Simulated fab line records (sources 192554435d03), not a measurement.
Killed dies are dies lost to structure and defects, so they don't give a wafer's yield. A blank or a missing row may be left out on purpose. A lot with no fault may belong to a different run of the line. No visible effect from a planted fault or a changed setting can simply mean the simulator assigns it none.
Chamber matching	flow n5_finfet	cvd_co-02 running N5_BEOL_M4_CO_CAP_55: 3 sister chambers
The step material Co, precursor CCTBA/H2, target thk 2 nm, time 102.1 s. 5 wafers are shown with their chamber, then 7 later ones without.

EACH WAFER AND ITS CHAMBER
wafer	chamber	heater_power_w (W)	chamber_pressure_Torr (Torr)
L169.2	0	261	30.00
L171.2	2	256	29.97
L172.1	2	248	29.90
L172.5	1	230	29.98
L174.1	1	231	29.95

WAFERS MISSING THEIR CHAMBER
wafer	heater_power_w (W)	chamber_pressure_Torr (Torr)
L174.2	264	30.00
L174.6	250	29.93
L176.1	253	29.96
L176.3	257	30.04
L185.1	255	29.99
L185.2	228	30.08
L185.4	264	29.97

THE CHAMBER EACH PASSED THROUGH
wafer	from the rows above	in truth
L174.2	0	0
L174.6	2	2
L176.1	can't be placed: 2 or 0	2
L176.3	can't be placed: 0 or 2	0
L185.1	can't be placed: 0 or 2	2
L185.2	1	1
L185.4	0	0
Placed correctly: 4 of 7. These rows do not allow placing 3 (true chamber among the candidates in 3). Placed wrongly: 0.
How it was worked out, from the rows above alone: a wafer's distance from a chamber is the root of the sum, over the readings, of the square of ((its reading less the chamber's mean) divided by the reading's scatter). The wafer belongs to the nearest chamber; if the next one is less than 2 further off, it can't be placed. The mean given for a chamber averages the wafers shown for that chamber. The scatter is the square root of a quotient: the sum, over the shown wafers, of each reading's squared deviation from its chamber's mean, divided by wafers minus chambers.
